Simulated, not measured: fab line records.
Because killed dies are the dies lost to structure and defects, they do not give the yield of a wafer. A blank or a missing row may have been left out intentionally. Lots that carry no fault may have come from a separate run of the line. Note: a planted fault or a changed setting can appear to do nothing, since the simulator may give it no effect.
Chamber matching    flow nand harc    NHARC_A_BONDPAD_ETCH_12 on rie diel-11 has 4 sister chambers
The step etches the open film in CHF3/O2, target depth 220 nm, time 110 s. 8 wafers are shown with their chamber, then 8 later ones without.

## WAFERS WITH THEIR CHAMBER
wafer   chamber  rf vpp V (V)  run length s (s)
L588.6  2        368.7         131.4
L584.5  1        370.2         131.8
L587.3  0        367.7         131.2
L591.1  2        367.9         131.5
L591.2  0        365.2         131.0
L591.5  3        373.4         130.8
L593.1  3        373.5         130.9
L593.5  1        369.5         132.0

## WAFERS WITH NO CHAMBER GIVEN
wafer   rf vpp V (V)  run length s (s)
L593.6  367.1         131.7
L595.2  367.1         130.8
L595.3  374.3         130.7
L595.6  374.7         130.8
L602.2  373.2         131.0
L602.4  367.3         131.9
L604.2  373.4         130.9
L604.4  371.0         132.0

## WHICH CHAMBER EACH ONE RAN IN
wafer   from the rows above      in truth
L593.6  can't be placed: 2 or 1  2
L595.2  0                        0
L595.3  3                        3
L595.6  3                        3
L602.2  3                        3
L602.4  can't be placed: 1 or 2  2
L604.2  3                        3
L604.4  1                        1
Correct placement for 6 of the 8. These rows do not allow placing 2 (true chamber among the candidates in 2). Placed wrongly: 0.
How it was worked out, from the rows above alone: a wafer's distance from a chamber is the root of the sum, over the readings, of the square of ((its reading less the chamber's mean) divided by the reading's scatter). The wafer belongs to the nearest chamber; if the next one is less than 2 further off, it can't be placed. Each chamber's mean is taken over the wafers shown for it. How the scatter is found: for the shown wafers, subtract from each reading the mean of its chamber, square and add these, divide the total by (wafers less chambers), then take the root.
